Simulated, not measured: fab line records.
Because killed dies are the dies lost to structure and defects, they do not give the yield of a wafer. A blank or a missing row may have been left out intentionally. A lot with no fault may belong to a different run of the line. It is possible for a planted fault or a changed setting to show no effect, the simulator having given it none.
Matching of chambers || flow n5Finfet || cmp-02 running N5_BEOL_M9_CMP_52: 4 sister chambers
The step polishes, stops on SiCOH lowk, t overpolish 7 s, target thk 140 nm. 8 wafers are shown with their chamber, then 7 later ones without.

## WAFERS WITH THEIR CHAMBER
{"wafer": "L075.5", "chamber": 2, "motorCurrentA (A)": 6.5, "barrierFieldEndpointS (s)": 29.3}
{"wafer": "L076.4", "chamber": 2, "motorCurrentA (A)": 6.5, "barrierFieldEndpointS (s)": 28.6}
{"wafer": "L076.5", "chamber": 0, "motorCurrentA (A)": 6.7, "barrierFieldEndpointS (s)": 28.3}
{"wafer": "L086.2", "chamber": 0, "motorCurrentA (A)": 6.6, "barrierFieldEndpointS (s)": 29.3}
{"wafer": "L086.3", "chamber": 3, "motorCurrentA (A)": 5.7, "barrierFieldEndpointS (s)": 29.2}
{"wafer": "L086.6", "chamber": 1, "motorCurrentA (A)": 6.5, "barrierFieldEndpointS (s)": 30.6}
{"wafer": "L087.1", "chamber": 3, "motorCurrentA (A)": 5.5, "barrierFieldEndpointS (s)": 29.4}
{"wafer": "L087.5", "chamber": 1, "motorCurrentA (A)": 6.7, "barrierFieldEndpointS (s)": 29.9}

## WAFERS WITHOUT THEIR CHAMBER
{"wafer": "L087.6", "motorCurrentA (A)": 6.6, "barrierFieldEndpointS (s)": 29.7}
{"wafer": "L091.2", "motorCurrentA (A)": 6.7, "barrierFieldEndpointS (s)": 29.2}
{"wafer": "L091.4", "motorCurrentA (A)": 6.5, "barrierFieldEndpointS (s)": 28.3}
{"wafer": "L091.6", "motorCurrentA (A)": 6.2, "barrierFieldEndpointS (s)": 29.8}
{"wafer": "L094.1", "motorCurrentA (A)": 5.8, "barrierFieldEndpointS (s)": 29.3}
{"wafer": "L094.4", "motorCurrentA (A)": 6.6, "barrierFieldEndpointS (s)": 29.3}
{"wafer": "L094.5", "motorCurrentA (A)": 6.7, "barrierFieldEndpointS (s)": 30.0}

## WHICH CHAMBER EACH WENT THROUGH
{"wafer": "L087.6", "from the rows above": "can't be placed: 1 or 2 or 0", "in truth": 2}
{"wafer": "L091.2", "from the rows above": "can't be placed: 0 or 2 or 1", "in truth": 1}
{"wafer": "L091.4", "from the rows above": "can't be placed: 2 or 0", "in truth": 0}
{"wafer": "L091.6", "from the rows above": "can't be placed: 2 or 1 or 0", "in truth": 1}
{"wafer": "L094.1", "from the rows above": 3, "in truth": 3}
{"wafer": "L094.4", "from the rows above": "can't be placed: 0 or 2 or 1", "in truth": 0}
{"wafer": "L094.5", "from the rows above": "can't be placed: 1 or 0 or 2", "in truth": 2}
Placed correctly: 1 of 7. Can't be placed from these rows: 6 (the true chamber is among the candidates in 6). Placed wrongly: 0.
How it was worked out, from the rows above alone: a wafer's distance from a chamber is the root of the sum, over the readings, of the square of ((its reading less the chamber's mean) divided by the reading's scatter). If the next closest chamber is less than 2 further off than the closest, the wafer can't be placed; otherwise it belongs to the closest. A chamber's mean is the mean of its shown wafers. The scatter: take each reading less its chamber's mean, square it, sum over the shown wafers, divide by the number of wafers less the number of chambers, and take the root.
